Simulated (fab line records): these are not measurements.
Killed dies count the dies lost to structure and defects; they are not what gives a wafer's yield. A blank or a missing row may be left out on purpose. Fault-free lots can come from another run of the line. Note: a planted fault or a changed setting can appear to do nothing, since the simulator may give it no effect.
Which of the tools did it?	flow n5-finfet	33 wafers from 11 lots sampled at 2 of the route's 1938 steps

## WHAT EACH GAUGE READ, for each wafer
N5_BEOL_M8_CD_MEAS_11 targets a cd of 38.5 nm.
lot	measured	on	cd-nm (nm)
L074	day 9 08:46	cd-sem-03	37.6 38.6 39.1
L077	day 10 01:11	cd-sem-03	38.0 38.1 38.1
L080	day 11 01:35	cd-sem-03	38.6 38.4 38.3
L081	day 11 06:26	cd-sem-03	37.8 38.7 38.2
L083	day 11 19:07	cd-sem-01	38.4 37.9 37.7
L087	day 12 14:58	cd-sem-02	37.4 38.4 38.3
L089	day 13 18:53	cd-sem-01	38.3 38.8 38.4
L093	day 13 21:31	cd-sem-03	38.8 38.7 39.1
L092	day 14 08:31	cd-sem-03	38.1 37.9 39.1
L094	day 15 06:01	cd-sem-01	38.4 37.5 38.1
L096	day 15 20:10	cd-sem-03	38.6 38.8 39.0

## WHICH TOOL RAN EACH LOT (tool, then ch and the chambers of the sampled wafers, then the start)
lot	N5_BEOL_M8_ILD_DEP_00
L074	pecvd-02 ch 1,2, day 9 05:38
L077	pecvd-02 ch 0,1,2, day 9 22:01
L080	pecvd-03 ch 0,2, day 10 20:46
L081	pecvd-02 ch 0,1, day 11 04:36
L083	pecvd-02 ch 0,1,2, day 11 14:14
L087	pecvd-03 ch 1,2, day 12 12:56
L089	pecvd-01 ch 0,1,2, day 13 17:25
L093	pecvd-02 ch 1,2, day 13 18:47
L092	pecvd-02 ch 0,1,2, day 14 06:06
L094	pecvd-02 ch 0,1, day 15 04:33
L096	pecvd-02 ch 1,2, day 15 17:11
- N5_BEOL_M8_ILD_DEP_00: deposits SiCOH lowk from DEMS/porogen, target thk 179.75 nm, time 33.4 s.

## THE ANSWER, worked out from the rows above alone
Rule: the usual values come from the lots themselves. Put in order of their means at a reading, lots are off if they are a third of the lots or fewer, leave a main group of 4 or more, and stand apart from it by a gap of 3 or more times the standard deviation of the main group's means; of several such gaps the widest counts. A main group whose means are all the same, to the digits that the tables above print for the reading, isn't used. A lot without any number at a reading at which 4 lots or more have one is off too. Any other lot the step has rows for is counted as sound.
No lot is off at any reading shown: from this, nothing can be told.

## WHAT THE SIMULATOR HAD INSERTED
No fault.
